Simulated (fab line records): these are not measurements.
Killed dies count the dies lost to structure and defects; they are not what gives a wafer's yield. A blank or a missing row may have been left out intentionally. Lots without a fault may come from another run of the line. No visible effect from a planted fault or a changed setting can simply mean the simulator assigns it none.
fab line records -- flow n5Finfet -- part 1 of 2: steps 1 to 18 of 26
record: lots: 5, wafers: 15, lastDay: 17
route steps=1938 shown MOL_CONTACT_COAG@598
lots with no fault: from the same line, run without faults
startH: hours from the record's first day to the start of the lot's first wafer shown -- waitH: time in hours since the lot's previous step -- " repeats the value in the row above -- L1.1+2: one row covering several wafers at once -- - no value, or no start given -- * or withheld: withheld -- < > ~ a bound
route shown NAME@n: names a module that has steps shown in the file, with the first one's number in the route -- usual: average and standard deviation across the fault-free wafers -- same: alike in all rows -- chamber/n: place in a boat -- sites: readings site by site -- _std_site: standard deviation of those values -- _edge_site: mean of outer sites minus mean of inner sites -- radiusMm: for every site, how far away it sits from the centre of the wafer -- mask NAME#n: copy n -- behind: the most recent tool/chamber to have shaped the wafer -- hold: cause of the lot's hold/its duration in hours/its outcome -- device: whichever transistor did not switch (one of n, p or np) -- end of line: at the end of the route, the tests of the same wafers -- step lacking rows: just its recipe -- killed: not the wafer's yield, but the dies lost to structure and defects at the first sort -- map: a wafer's dies, marking killed ones x, the rest . and places with no die _
set.NAME: the setting the step ran with; set.NAME@STEP: the setting that earlier step ran with -- model.NAME: the simulator's own value behind a step, which no gauge read
a table for each step, a row for each wafer; lots at some steps of the route
services: the hour from which a tool's chamber was out of use, counted from the record's first day as startH (under 0 if before that day), plus the number of hours and why
== steps ==
step: N5_MOL_CONTACT_COAG_SOFTBAKE_35
recipe: tempC: 110, timeS: 60, resist: CAR-EUV
usual: resistLineTempC: 23.03/0.11
lot.wafer,tool,chamber,startH,waitH,resistLineTempC
L075.1,lithoTrack-02,0,-,-,22.94
L075.2,lithoTrack-02,0,-,-,23.11
L075.5,lithoTrack-02,0,-,-,22.98
L077.2,lithoTrack-02,0,-,-,23.04
L077.4,lithoTrack-02,0,-,-,23.05
L077.5,lithoTrack-02,0,-,-,23.01
L079.2,lithoTrack-05,0,-,-,23.14
L079.4,lithoTrack-05,0,-,-,23.10
L079.6,lithoTrack-05,0,-,-,23.19
L090.3,lithoTrack-05,0,-,-,23.00
L090.4,lithoTrack-05,0,-,-,23.15
L090.5,lithoTrack-05,0,-,-,23.05
L094.3,lithoTrack-02,0,-,-,23.20
L094.5,lithoTrack-02,0,-,-,23.03
L094.6,lithoTrack-02,0,-,-,23.17
step: N5_MOL_CONTACT_COAG_EXPOSE_37
recipe: maskId: VD, na: 0.33, sourceShape: annular, sigmaInner: 0.3, sigmaOuter: 0.7, polarization: unpolarized, defocusNm: 0, doseMj: 62
usual: reticleTempC: 23.00/0.1
lot.wafer,tool,chamber,startH,waitH,mask,reticleTempC
L075.1,euvScanner-02,0,105.27,-,VD#0,23.04
L075.2,euvScanner-02,0,105.27,-,VD#0,22.71
L075.5,euvScanner-02,0,105.27,-,VD#0,22.95
L077.2,euvScanner-02,0,115.22,-,VD#0,23.14
L077.4,euvScanner-02,0,115.22,-,VD#0,22.99
L077.5,euvScanner-02,0,115.22,-,VD#0,22.97
L079.2,euvScanner-02,0,129.41,-,VD#0,22.99
L079.4,euvScanner-02,0,129.41,-,VD#0,23.04
L079.6,euvScanner-02,0,129.41,-,VD#0,23.10
L090.3,euvScanner-01,0,197.97,-,VD#0,23.04
L090.4,euvScanner-01,0,197.97,-,VD#0,22.97
L090.5,euvScanner-01,0,197.97,-,VD#0,23.17
L094.3,euvScanner-02,0,222.15,-,VD#0,22.95
L094.5,euvScanner-02,0,222.15,-,VD#0,23.00
L094.6,euvScanner-02,0,222.15,-,VD#0,23.04
step: N5_MOL_CONTACT_COAG_PEB_38
recipe: pebTempC: 100, pebTimeS: 60, resist: CAR-EUV
usual: resistLineTempC: 23.00/0.11
lot.wafer,tool,chamber,startH,waitH,resistLineTempC
L075.1,lithoTrack-03,0,105.35,0.1,22.86
L075.2,lithoTrack-03,0,105.35,0.1,22.87
L075.5,lithoTrack-03,0,105.35,0.1,23.00
L077.2,lithoTrack-02,0,115.29,0.1,22.99
L077.4,lithoTrack-02,0,115.29,0.1,22.98
L077.5,lithoTrack-02,0,115.29,0.1,23.24
L079.2,lithoTrack-03,0,129.48,0.1,22.88
L079.4,lithoTrack-03,0,129.48,0.1,22.88
L079.6,lithoTrack-03,0,129.48,0.1,22.88
L090.3,lithoTrack-05,0,198.04,0.1,22.91
L090.4,lithoTrack-05,0,198.04,0.1,22.95
L090.5,lithoTrack-05,0,198.04,0.1,23.00
L094.3,lithoTrack-05,0,222.22,0.1,23.08
L094.5,lithoTrack-05,0,222.22,0.1,22.98
L094.6,lithoTrack-05,0,222.22,0.1,23.06
step: N5_MOL_CONTACT_COAG_DEVELOP_39
recipe: developTimeS: 30, developer: TMAH, resist: CAR-EUV, rinseLiquid: surfactantRinse, dry: airSpin, devTempC: 23
usual: resistLineTempC: 23.00/0.1
same: developTimeS: 30
lot.wafer,tool,chamber,startH,waitH,resistLineTempC
L075.1,lithoTrack-03,0,-,-,23.10
L075.2,lithoTrack-03,0,-,-,23.22
L075.5,lithoTrack-03,0,-,-,23.06
L077.2,lithoTrack-02,0,-,-,22.98
L077.4,lithoTrack-02,0,-,-,22.98
L077.5,lithoTrack-02,0,-,-,23.07
L079.2,lithoTrack-03,0,-,-,23.00
L079.4,lithoTrack-03,0,-,-,23.09
L079.6,lithoTrack-03,0,-,-,23.01
L090.3,lithoTrack-05,0,-,-,22.94
L090.4,lithoTrack-05,0,-,-,22.93
L090.5,lithoTrack-05,0,-,-,22.95
L094.3,lithoTrack-05,0,-,-,22.96
L094.5,lithoTrack-05,0,-,-,23.08
L094.6,lithoTrack-05,0,-,-,23.09
step: N5_MOL_CONTACT_COAG_CD_MEAS_40
recipe: targetCdNm: 25.1, landingEnergyEv: 500, detector: seInlens, polarity: opening
usual: cdNm: 25.16/0.24
lot.wafer,tool,chamber,startH,waitH,cdNm
L075.1,cdSem-01,0,105.42,-,24.94
L075.2,cdSem-01,0,105.42,-,25.20
L075.5,cdSem-01,0,105.42,-,25.28
L077.2,cdSem-01,0,115.36,-,24.83
L077.4,cdSem-01,0,115.36,-,24.98
L077.5,cdSem-01,0,115.36,-,24.79
L079.2,cdSem-03,0,129.55,-,24.95
L079.4,cdSem-03,0,129.55,-,25.16
L079.6,cdSem-03,0,129.55,-,25.20
L090.3,cdSem-03,0,198.10,-,25.05
L090.4,cdSem-03,0,198.10,-,25.14
L090.5,cdSem-03,0,198.10,-,25.23
L094.3,cdSem-01,0,222.28,-,24.50
L094.5,cdSem-01,0,222.28,-,25.10
L094.6,cdSem-01,0,222.28,-,24.79
step: N5_MOL_CONTACT_COAG_OVL_MEAS_41
recipe: pointsPerWafer: 522
usual: VD_OVL: 0.8/0.72
lot.wafer,tool,chamber,startH,waitH,VD_OVL[nm]
L075.1,overlay-02,0,105.45,0.0,0.2
L075.2,overlay-02,0,105.45,0.0,-0.1
L075.5,overlay-02,0,105.45,0.0,-0.3
L077.2,overlay-02,0,115.40,0.0,0.7
L077.4,overlay-02,0,115.40,0.0,0.0
L077.5,overlay-02,0,115.40,0.0,1.1
L079.2,overlay-01,0,129.59,0.0,1.1
L079.4,overlay-01,0,129.59,0.0,1.8
L079.6,overlay-01,0,129.59,0.0,0.2
L090.3,overlay-02,0,198.14,0.0,0.9
L090.4,overlay-02,0,198.14,0.0,0.3
L090.5,overlay-02,0,198.14,0.0,0.9
L094.3,overlay-01,0,222.32,0.0,1.2
L094.5,overlay-01,0,222.32,0.0,1.2
L094.6,overlay-01,0,222.32,0.0,1.0
step: N5_MOL_CONTACT_COAG_INSPECT_42
recipe: mode: adi, inspectInstrument: brightfield
usual: rawDefectCount: 197/51
lot.wafer,tool,chamber,startH,waitH,rawDefectCount
L075.1,defectInspect-02,-,105.51,0.1,134
L075.2,defectInspect-02,-,105.51,0.1,255
L075.5,defectInspect-02,-,105.51,0.1,280
L077.2,defectInspect-02,-,115.45,0.0,185
L077.4,defectInspect-02,-,115.45,0.0,159
L077.5,defectInspect-02,-,115.45,0.0,181
L079.2,defectInspect-01,-,129.64,0.0,205
L079.4,defectInspect-01,-,129.64,0.0,185
L079.6,defectInspect-01,-,129.64,0.0,121
L090.3,defectInspect-01,-,198.19,0.0,281
L090.4,defectInspect-01,-,198.19,0.0,264
L090.5,defectInspect-01,-,198.19,0.0,269
L094.3,defectInspect-02,-,222.37,0.0,219
L094.5,defectInspect-02,-,222.37,0.0,156
L094.6,defectInspect-02,-,222.37,0.0,133
step: N5_MOL_CONTACT_COAG_DESCUM_45
recipe: chemistry: O2, timeS: 7, sourcePowerW: 50, biasPowerW: 20, pressureMtorr: 20, rfFrequencyHz: 2.712e+07, tempC: 40, resist: CAR-EUV, o2FlowSccm: 225
usual: drypumpMotorCurrentA: 5.6/0.47, oesProductAu: 0.78/0.1, rfVppV: 242.5/1.1, showerheadPlenumPTorr: 2.07/0.052, throttleValvePct: 20.5/0.31
lot.wafer,tool,chamber,startH,waitH,drypumpMotorCurrentA,oesProductAu,rfHoursCounterH,rfVppV,showerheadPlenumPTorr,throttleValvePct
L075.1,rieDiel-06,0,105.54,0.0,5.8,0.81,90,242.3,2.01,20.0
L075.2,rieDiel-06,2,105.54,0.0,4.9,0.96,23,243.5,2.13,20.5
L075.5,rieDiel-06,2,105.54,0.0,4.9,0.97,-,243.7,2.13,20.6
L077.2,rieDiel-01,3,115.48,0.0,6.1,0.85,53,241.6,2.04,20.0
L077.4,rieDiel-01,1,115.48,0.0,6.3,0.68,231,240.8,2.07,20.7
L077.5,rieDiel-01,1,115.48,0.0,6.3,0.68,-,244.1,2.07,20.7
L079.2,rieDiel-03,2,129.93,0.3,5.8,0.69,240,240.6,1.99,20.8
L079.4,rieDiel-03,1,129.93,0.3,5.8,0.96,3,243.6,2.17,20.1
L079.6,rieDiel-03,0,129.93,0.3,5.2,0.71,-,241.4,1.99,20.3
L090.3,rieDiel-01,2,198.22,0.0,5.8,0.88,36,242.3,2.07,20.6
L090.4,rieDiel-01,3,198.22,0.0,6.1,0.81,84,242.5,2.03,20.0
L090.5,rieDiel-01,3,198.22,0.0,6.1,0.81,-,242.3,2.03,20.1
L094.3,rieDiel-06,3,222.40,0.0,6.0,0.66,243,241.6,2.09,21.0
L094.5,rieDiel-06,0,222.40,0.0,5.7,0.78,-,240.3,1.99,20.0
L094.6,rieDiel-06,2,222.40,0.0,4.9,0.90,-,243.9,2.12,20.6
step: N5_MOL_CONTACT_COAG_ETCH_65
recipe: chemistry: N2/H2, target: underlayer, targetDepthA: 130, maskMaterial: CAR-EUV, timeS: 10.4, ionEnergyEv: 200, pressureMtorr: 30, sourceW: 840, biasW: 150, n2FlowSccm: 200, h2FlowSccm: 200, ends: cleared
usual: drypumpMotorCurrentA: 5.7/0.47, etchRfOnTimeS: 10.39/0.29, oesProductAu: 0.67/0.083, rfVppV: 522.8/1.7, showerheadPlenumPTorr: 2.50/0.057, throttleValvePct: 17.9/0.3
lot.wafer,tool,chamber,startH,waitH,drypumpMotorCurrentA,etchRfOnTimeS,oesProductAu,rfHoursCounterH,rfVppV,showerheadPlenumPTorr,throttleValvePct
L075.1,rieDiel-06,0,105.58,0.0,5.7,10.23,0.69,90,521.4,2.45,17.4
L075.2,rieDiel-06,2,105.58,0.0,4.9,9.95,0.82,23,526.0,2.60,18.0
L075.5,rieDiel-06,2,105.58,0.0,4.9,9.87,0.82,-,525.1,2.60,18.0
L077.2,rieDiel-01,3,115.52,0.0,6.1,10.26,0.73,53,522.4,2.48,17.4
L077.4,rieDiel-01,1,115.52,0.0,6.3,10.65,0.58,231,521.5,2.48,17.9
L077.5,rieDiel-01,1,115.52,0.0,6.3,10.77,0.58,-,524.0,2.48,17.9
L079.2,rieDiel-03,2,129.96,0.0,5.8,10.74,0.59,240,519.1,2.40,18.1
L079.4,rieDiel-03,1,129.96,0.0,5.9,10.17,0.84,3,525.0,2.60,17.3
L079.6,rieDiel-03,0,129.96,0.0,5.2,10.45,0.62,-,519.6,2.45,18.0
L090.3,rieDiel-01,2,198.26,0.0,5.8,11.02,0.73,36,521.6,2.47,17.7
L090.4,rieDiel-01,3,198.26,0.0,6.1,10.40,0.70,84,520.2,2.46,17.5
L090.5,rieDiel-01,3,198.26,0.0,6.1,10.47,0.69,-,521.5,2.46,17.4
L094.3,rieDiel-06,3,222.44,0.0,6.0,10.65,0.56,243,522.1,2.50,18.2
L094.5,rieDiel-06,0,222.44,0.0,5.8,10.32,0.67,-,519.9,2.43,17.5
L094.6,rieDiel-06,2,222.44,0.0,4.9,10.14,0.76,-,525.9,2.59,18.1
step: N5_MOL_CONTACT_COAG_ETCH_66
recipe: chemistry: CF4, target: SiARC, targetDepthA: 130, maskMaterial: CAR-EUV, timeS: 21.7, ionEnergyEv: 80, pressureMtorr: 40, sourceW: 545, biasW: 36, Ar_flow_sccm: 100, cf4FlowSccm: 100, ends: cleared
usual: drypumpMotorCurrentA: 5.6/0.47, etchRfOnTimeS: 21.7/0.6, oesProductAu: 0.67/0.083, rfVppV: 183.7/1, showerheadPlenumPTorr: 2.11/0.041, throttleValvePct: 15.63/0.3
lot.wafer,tool,chamber,startH,waitH,drypumpMotorCurrentA,etchRfOnTimeS,oesProductAu,rfHoursCounterH,rfVppV,showerheadPlenumPTorr,throttleValvePct
L075.1,rieDiel-06,0,105.60,0.0,5.7,21.4,0.70,90,182.8,2.08,15.30
L075.2,rieDiel-06,2,105.60,0.0,4.9,20.9,0.82,23,184.8,2.17,15.58
L075.5,rieDiel-06,2,105.60,0.0,4.9,21.0,0.81,-,184.8,2.17,15.58
L077.2,rieDiel-01,3,115.54,0.0,6.1,21.5,0.74,53,182.9,2.09,15.11
L077.4,rieDiel-01,1,115.54,0.0,6.3,22.2,0.58,231,183.5,2.10,15.76
L077.5,rieDiel-01,1,115.54,0.0,6.3,22.2,0.58,-,183.3,2.10,15.76
L079.2,rieDiel-03,2,129.98,0.0,5.8,22.8,0.59,240,183.3,2.03,15.93
L079.4,rieDiel-03,1,129.98,0.0,5.9,21.3,0.84,3,184.7,2.18,15.08
L079.6,rieDiel-03,0,129.98,0.0,5.2,21.9,0.62,-,183.8,2.05,15.54
L090.3,rieDiel-01,2,198.28,0.0,5.8,22.8,0.73,36,181.5,2.10,15.56
L090.4,rieDiel-01,3,198.28,0.0,6.1,22.0,0.70,84,184.2,2.08,15.17
L090.5,rieDiel-01,3,198.28,0.0,6.1,21.9,0.70,-,182.9,2.08,15.18
L094.3,rieDiel-06,3,222.46,0.0,6.0,21.9,0.56,243,182.8,2.11,15.98
L094.5,rieDiel-06,0,222.46,0.0,5.7,21.2,0.67,-,182.2,2.07,15.38
L094.6,rieDiel-06,2,222.46,0.0,4.9,20.8,0.77,-,185.2,2.16,15.63
step: N5_MOL_CONTACT_COAG_ALD_133
recipe: material: SiO2, targetThkA: 50, tempC: 100, aldPrecursorFamily: BDEAS, aldCoReactant: O2-plasma, pulseTimeS: 1, coReactantPulseTimeS: 1, purgeTimeS: 2, coReactantPurgeTimeS: 2, aldCycles: 35, pressureTorr: 2
usual: heaterPowerW: 78/7.7, precursorPulseHeightRel: 0.998/0.02
lot.wafer,tool,chamber,startH,waitH,heaterPowerW,precursorPulseHeightRel
L075.1,aldSin-01,1,105.68,0.1,80,0.946
L075.2,aldSin-01,3,105.68,0.1,92,0.994
L075.5,aldSin-01,1,105.68,0.1,80,0.983
L077.2,aldSin-03,2,115.74,0.2,84,1.014
L077.4,aldSin-03,3,115.74,0.2,83,0.999
L077.5,aldSin-03,3,115.74,0.2,88,0.969
L079.2,aldSin-02,3,130.06,0.1,73,0.978
L079.4,aldSin-02,2,130.06,0.1,80,0.963
L079.6,aldSin-02,0,130.06,0.1,72,1.012
L090.3,aldSin-02,1,198.92,0.6,85,0.986
L090.4,aldSin-02,3,198.92,0.6,76,0.969
L090.5,aldSin-02,3,198.92,0.6,74,1.018
L094.3,aldSin-03,1,222.54,0.1,57,1.003
L094.5,aldSin-03,2,222.54,0.1,85,0.993
L094.6,aldSin-03,1,222.54,0.1,57,1.009
step: N5_MOL_CONTACT_COAG_ETCHBACK_134
recipe: chemistry: CHF3, target: SiO2, targetDepthA: 100, timeS: 6.7, ionEnergyEv: 200, pressureMtorr: 30, sourceW: 610, biasW: 170, Ar_flow_sccm: 200, CHF3_flow_sccm: 50
usual: drypumpMotorCurrentA: 5.6/0.47, oesProductAu: 0.79/0.1, rfVppV: 524/11, showerheadPlenumPTorr: 2.35/0.041, throttleValvePct: 18.76/0.28
lot.wafer,tool,chamber,startH,waitH,drypumpMotorCurrentA,oesProductAu,rfHoursCounterH,rfVppV,showerheadPlenumPTorr,throttleValvePct
L075.1,rieDiel-01,1,105.90,0.1,6.3,0.67,227,509,2.35,18.88
L075.2,rieDiel-01,2,105.90,0.1,5.8,0.96,3,525,2.34,18.68
L075.5,rieDiel-01,2,105.90,0.1,5.8,0.95,-,524,2.34,18.69
L077.2,rieDiel-03,2,115.96,0.1,5.8,0.71,235,531,2.27,19.08
L077.4,rieDiel-03,0,115.96,0.1,5.2,0.73,-,533,2.29,18.70
L077.5,rieDiel-03,2,115.96,0.1,5.8,0.70,-,527,2.27,19.07
L079.2,rieDiel-01,1,130.24,0.1,6.3,0.68,235,511,2.34,18.90
L079.4,rieDiel-01,0,130.24,0.1,4.8,0.70,-,528,2.37,19.16
L079.6,rieDiel-01,1,130.24,0.1,6.3,0.67,-,510,2.34,18.88
L090.3,rieDiel-01,0,199.16,0.2,4.9,0.68,239,529,2.36,19.22
L090.4,rieDiel-01,3,199.16,0.2,6.1,0.82,84,518,2.31,18.33
L090.5,rieDiel-01,2,199.16,0.2,5.8,0.86,-,524,2.33,18.73
L094.3,rieDiel-01,1,222.72,0.1,6.3,0.92,12,510,2.33,18.50
L094.5,rieDiel-01,2,222.72,0.1,5.8,0.86,-,524,2.33,18.74
L094.6,rieDiel-01,1,222.72,0.1,6.3,0.93,-,509,2.33,18.51
step: N5_MOL_CONTACT_COAG_ETCH_67
recipe: chemistry: N2/H2, target: SOC, targetDepthA: 600, overetchA: 210, maskMaterial: SiARC, tempC: 40, timeS: 101.2, ionEnergyEv: 200, pressureMtorr: 30, sourceW: 840, biasW: 150, n2FlowSccm: 200, h2FlowSccm: 200
usual: drypumpMotorCurrentA: 5.7/0.47, oesProductAu: 0.66/0.082, rfVppV: 523.0/1.8, showerheadPlenumPTorr: 2.51/0.054, throttleValvePct: 17.8/0.3
lot.wafer,tool,chamber,startH,waitH,drypumpMotorCurrentA,oesProductAu,rfHoursCounterH,rfVppV,showerheadPlenumPTorr,throttleValvePct
L075.1,rieDiel-01,1,105.93,0.0,6.3,0.59,227,523.7,2.48,17.8
L075.2,rieDiel-01,2,105.93,0.0,5.8,0.81,3,522.0,2.48,17.6
L075.5,rieDiel-01,2,105.93,0.0,5.8,0.81,-,522.3,2.48,17.6
L077.2,rieDiel-03,2,115.99,0.0,5.8,0.59,235,520.7,2.41,18.0
L077.4,rieDiel-03,0,115.99,0.0,5.2,0.61,-,520.6,2.45,17.9
L077.5,rieDiel-03,2,115.99,0.0,5.8,0.59,-,520.0,2.41,18.0
L079.2,rieDiel-01,1,130.28,0.0,6.3,0.58,235,520.3,2.48,17.9
L079.4,rieDiel-01,0,130.28,0.0,4.8,0.58,-,524.1,2.52,18.2
L079.6,rieDiel-01,1,130.28,0.0,6.3,0.58,-,522.3,2.48,17.8
L090.3,rieDiel-01,0,199.20,0.0,4.9,0.57,239,522.5,2.50,18.2
L090.4,rieDiel-01,3,199.20,0.0,6.1,0.68,84,521.5,2.46,17.4
L090.5,rieDiel-01,2,199.20,0.0,5.8,0.73,-,522.3,2.47,17.7
L094.3,rieDiel-01,1,222.75,0.0,6.3,0.77,12,521.1,2.47,17.4
L094.5,rieDiel-01,2,222.75,0.0,5.8,0.73,-,521.3,2.47,17.7
L094.6,rieDiel-01,1,222.75,0.0,6.3,0.78,-,522.8,2.47,17.4
step: N5_MOL_CONTACT_COAG_STRIP_68
recipe: chemistry: N2/H2, tempC: 40, n2FlowSccm: 200, h2FlowSccm: 200, rfFrequencyHz: 6e+07
lot.wafer,tool,chamber,startH,waitH
L075.1+2+5,rieDiel-01,"1,2,2",106.00,0.0
L077.2+4+5,rieDiel-03,"2,0,2",116.06,0.0
L079.2+4+6,rieDiel-01,"1,0,1",130.35,0.0
L090.3+4+5,rieDiel-01,"0,3,2",199.27,0.0
L094.3+5+6,rieDiel-01,"1,2,1",222.82,0.0
step: N5_MOL_CONTACT_COAG_STRIP_69
recipe: chemistry: N2/H2, tempC: 40, n2FlowSccm: 200, h2FlowSccm: 200, rfFrequencyHz: 6e+07
lot.wafer,tool,chamber,startH,waitH
L075.1+2+5,rieDiel-01,"1,2,2",106.01,0.0
L077.2+4+5,rieDiel-03,"2,0,2",116.07,0.0
L079.2+4+6,rieDiel-01,"1,0,1",130.36,0.0
L090.3+4+5,rieDiel-01,"0,3,2",199.28,0.0
L094.3+5+6,rieDiel-01,"1,2,1",222.83,0.0
step: N5_MOL_CONTACT_COAG_ETCHBACK_136
recipe: chemistry: CHF3, target: SiO2, targetDepthA: 250, timeS: 16.7, ionEnergyEv: 200, pressureMtorr: 30, sourceW: 610, biasW: 170, Ar_flow_sccm: 200, CHF3_flow_sccm: 50
usual: drypumpMotorCurrentA: 5.7/0.47, oesProductAu: 0.79/0.1, rfVppV: 524/11, showerheadPlenumPTorr: 2.35/0.041, throttleValvePct: 18.76/0.28
lot.wafer,tool,chamber,startH,waitH,drypumpMotorCurrentA,oesProductAu,rfHoursCounterH,rfVppV,showerheadPlenumPTorr,throttleValvePct
L075.1,rieDiel-01,1,106.02,0.0,6.3,0.69,228,510,2.35,18.89
L075.2,rieDiel-01,2,106.02,0.0,5.8,0.96,3,524,2.34,18.68
L075.5,rieDiel-01,2,106.02,0.0,5.8,0.96,-,523,2.34,18.67
L077.2,rieDiel-03,2,116.08,0.0,5.9,0.70,235,529,2.27,19.06
L077.4,rieDiel-03,0,116.08,0.0,5.2,0.72,-,533,2.29,18.71
L077.5,rieDiel-03,2,116.08,0.0,5.8,0.71,-,529,2.27,19.09
L079.2,rieDiel-01,1,130.37,0.0,6.3,0.69,235,509,2.34,18.90
L079.4,rieDiel-01,0,130.37,0.0,4.8,0.70,-,529,2.37,19.15
L079.6,rieDiel-01,1,130.37,0.0,6.3,0.68,-,510,2.34,18.88
L090.3,rieDiel-01,0,199.29,0.0,4.9,0.68,239,529,2.36,19.21
L090.4,rieDiel-01,3,199.29,0.0,6.1,0.82,84,519,2.31,18.33
L090.5,rieDiel-01,2,199.29,0.0,5.8,0.86,-,523,2.33,18.73
L094.3,rieDiel-01,1,222.84,0.0,6.3,0.92,12,509,2.33,18.51
L094.5,rieDiel-01,2,222.84,0.0,5.8,0.86,-,522,2.33,18.75
L094.6,rieDiel-01,1,222.84,0.0,6.3,0.92,-,509,2.33,18.51
step: N5_MOL_CONTACT_COAG_STRIP_120
recipe: chemistry: CHF3, resist: SiARC, rfFrequencyHz: 6e+07
lot.wafer,tool,chamber,startH,waitH
L075.1+2+5,rieDiel-01,"1,2,2",106.05,0.0
L077.2+4+5,rieDiel-03,"2,0,2",116.10,0.0
L079.2+4+6,rieDiel-01,"1,0,1",130.39,0.0
L090.3+4+5,rieDiel-01,"0,3,2",199.31,0.0
L094.3+5+6,rieDiel-01,"1,2,1",222.86,0.0
step: N5_MOL_CONTACT_COAG_VIA_ETCH_117
recipe: chemistry: C4F6/O2, targetDepthA: 400, overetchA: 80, maskMaterial: SOC, target: SiO2, biasW: 455, pressureMtorr: 10, timeS: 26, sourceW: 325, Ar_flow_sccm: 300, C4F6_flow_sccm: 10, O2_flow_sccm: 10, ionEnergyEv: 575.3, ends: endPoint
usual: drypumpMotorCurrentA: 5.7/0.47, oesProductAu: 0.71/0.087, rfVppV: 1585/30, showerheadPlenumPTorr: 2.81/0.049, throttleValvePct: 41.2/0.38
lot.wafer,tool,chamber,startH,waitH,drypumpMotorCurrentA,oesProductAu,rfHoursCounterH,rfVppV,showerheadPlenumPTorr,throttleValvePct
L075.1,rieDiel-01,1,106.06,0.0,6.3,0.63,228,1548,2.80,41.5
L075.2,rieDiel-01,2,106.06,0.0,5.8,0.86,3,1586,2.79,41.6
L075.5,rieDiel-01,2,106.06,0.0,5.8,0.87,-,1588,2.79,41.6
L077.2,rieDiel-03,2,116.11,0.0,5.8,0.64,235,1602,2.72,41.5
L077.4,rieDiel-03,0,116.11,0.0,5.2,0.66,-,1607,2.73,41.4
L077.5,rieDiel-03,2,116.11,0.0,5.9,0.64,-,1602,2.72,41.5
L079.2,rieDiel-01,1,130.40,0.0,6.3,0.63,235,1548,2.80,41.5
L079.4,rieDiel-01,0,130.40,0.0,4.9,0.63,-,1599,2.83,41.6
L079.6,rieDiel-01,1,130.40,0.0,6.3,0.63,-,1549,2.80,41.5
L090.3,rieDiel-01,0,199.32,0.0,4.8,0.61,239,1599,2.82,41.6
L090.4,rieDiel-01,3,199.32,0.0,6.1,0.74,84,1568,2.76,41.0
L090.5,rieDiel-01,2,199.32,0.0,5.8,0.80,-,1586,2.78,41.6
L094.3,rieDiel-01,1,222.87,0.0,6.3,0.83,12,1548,2.79,41.2
L094.5,rieDiel-01,2,222.87,0.0,5.8,0.79,-,1584,2.78,41.6
L094.6,rieDiel-01,1,222.87,0.0,6.3,0.83,-,1546,2.79,41.2
